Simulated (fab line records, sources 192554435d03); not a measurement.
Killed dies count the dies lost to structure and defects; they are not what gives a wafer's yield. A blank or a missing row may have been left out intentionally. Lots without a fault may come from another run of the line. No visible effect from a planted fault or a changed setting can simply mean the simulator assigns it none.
Split-lot study ; flow n5_finfet ; 7 lots, 21 wafers read, on a route of 1938 steps

== ON THE SPLIT ==
At N5_SDB_COAT_03 (time 60 s, resist thk 100 nm), the setting spin_rpm was moved away from the recipe's 1500 rpm on 6 of the 21 wafers read, by -6.4% to +11.0%. The other wafers ran this setting at the recipe's value.

== FROM THE SPLIT TO THE READING: what the file shows between them, 4 steps ==
- N5_SDB_ETCH_17: etches SiARC in CF4, target depth 23.4 nm, time 39 s (also split here: cf4_flow_sccm)
- N5_SDB_ETCH_18: etches SOC in N2/H2, target depth 100 nm, overetch 20 nm, time 150 s
- N5_SDB_STRIP_19: strips in N2/H2
- N5_SDB_STRIP_21: strips in CF4

== THE READING ==
SOC_of_SDB_COAT_03.thk_nm (the simulator's own value, which no gauge read), in nm, at N5_SDB_HM_OPEN_20 (chemistry CH3F/O2, target SiNx, stops on poly-Si, target depth 24 nm). The file gives no usual value for it. Across the 15 wafers here that went through the recipe, the average is 84.0 nm and the standard deviation 0.29 nm.

wafer;tool, chamber at the split;spin_rpm as run, rpm;against the recipe;SOC_of_SDB_COAT_03.thk_nm, nm;against lot-mates on the recipe
L079.2;litho_track-01, 0;1404;-6.4%;87.4;+3.6
L079.5;litho_track-01, 0;1404;-6.4%;86.8;+3.0
L079.6;litho_track-01, 0;1500;recipe;83.8;-
L080.1;litho_track-04, 0;1500;recipe;84.2;-
L080.2;litho_track-04, 0;1500;recipe;84.2;-
L080.3;litho_track-04, 0;1500;recipe;84;-
L082.4;litho_track-04, 0;1575;+5.0%;81.6;-2.4
L082.5;litho_track-04, 0;1500;recipe;84;-
L082.6;litho_track-04, 0;1500;recipe;84;-
L088.1;litho_track-02, 0;1500;recipe;84.2;-
L088.2;litho_track-02, 0;1500;recipe;84.4;-
L088.5;litho_track-02, 0;1500;recipe;83.6;-
L090.1;litho_track-01, 0;1500;recipe;83.4;-
L090.3;litho_track-01, 0;1582;+5.5%;81.4;-2.3
L090.4;litho_track-01, 0;1500;recipe;84;-
L094.2;litho_track-04, 0;1500;recipe;84.4;-
L094.4;litho_track-04, 0;1500;recipe;84.4;-
L094.3;litho_track-04, 0;1500;recipe;83.8;-
L097.1;litho_track-04, 0;1500;recipe;83.8;-
L097.2;litho_track-04, 0;1665;+11.0%;79.2;-4.6
L097.4;litho_track-04, 0;1665;+11.0%;79.2;-4.6

FIT RESULTS
A straight line over all 21 wafers: SOC_of_SDB_COAT_03.thk_nm changes by -0.455 nm for each +1% of spin_rpm; r = -0.99; the points scatter about the line by 0.29 nm.
The same after taking each lot's own level away (the mean of its wafers on the recipe; 21 wafers): -0.447 nm for each +1%; r = -0.99; scatter 0.28 nm.
That fit puts the effect of the largest move of spin_rpm on the reading at 4.9 nm.
From 83.70 to 84.20 nm: that is the span of the lots' own levels, equal to 1.7 times the standard deviation above.
The two slopes agree, so the slope changes little with the lot-to-lot level.
Check: for one of the wafers moved furthest among these (+11.0%), held out of the fit, the line's prediction against its lot-mates is -4.97 nm. It came out at -4.6 nm against them.

== THESE WAFERS: OTHER SPLITS ==
Other splits were also applied to these wafers ahead of the reading. Each is held against what the fit with the lots' levels taken away leaves over:
other split on the same wafers;wafers away from the commonest value;r with SOC_of_SDB_COAT_03.thk_nm (lot level and that fit taken away)
N5_ZERO_LAYER_PECVD_02 time_s;5;+0.08
N5_FIN_CUT_COAT_02 spin_rpm;3;+0.50
N5_FIN_CUT_EXPOSE_05 dose_mj;8;+0.07
N5_DUMMY_GATE_COAT_28 spin_rpm;4;+0.07
N5_SD_EPI_N_ETCH_35 time_s;8;-0.19
N5_SDB_ETCH_17 cf4_flow_sccm;8;-0.30

== THE WHOLE CHAIN: every reading that the file lists as answering this split, in the file's order ==
step;what it does;reading;change (the file's fit);r (the file's)
N5_SDB_COAT_03;time 60 s, resist thk 100 nm;SOC_of_SDB_COAT_03.thk_nm (the simulator's own value, which no gauge read);-0.479 nm for each +1% of the setting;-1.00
N5_SDB_ETCH_18;etches SOC in N2/H2, target depth 100 nm, overetch 20 nm, time 150 s;etch.depth_nm (the simulator's own value, which no gauge read);-0.481 nm for each +1% of the setting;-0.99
N5_SDB_HM_OPEN_20;chemistry CH3F/O2, target SiNx, stops on poly-Si, target depth 24 nm;SOC_of_SDB_COAT_03.thk_nm (the simulator's own value, which no gauge read);-0.444 nm for each +1% of the setting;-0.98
N5_SDB_STRIP_22;strips in N2/H2;strip_time_to_endpoint_s;withheld for each +1% of the setting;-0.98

== THE FILE'S OWN FIT ==
SOC_of_SDB_COAT_03.thk_nm changes by -0.444 nm for each +1% of spin_rpm, r = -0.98.
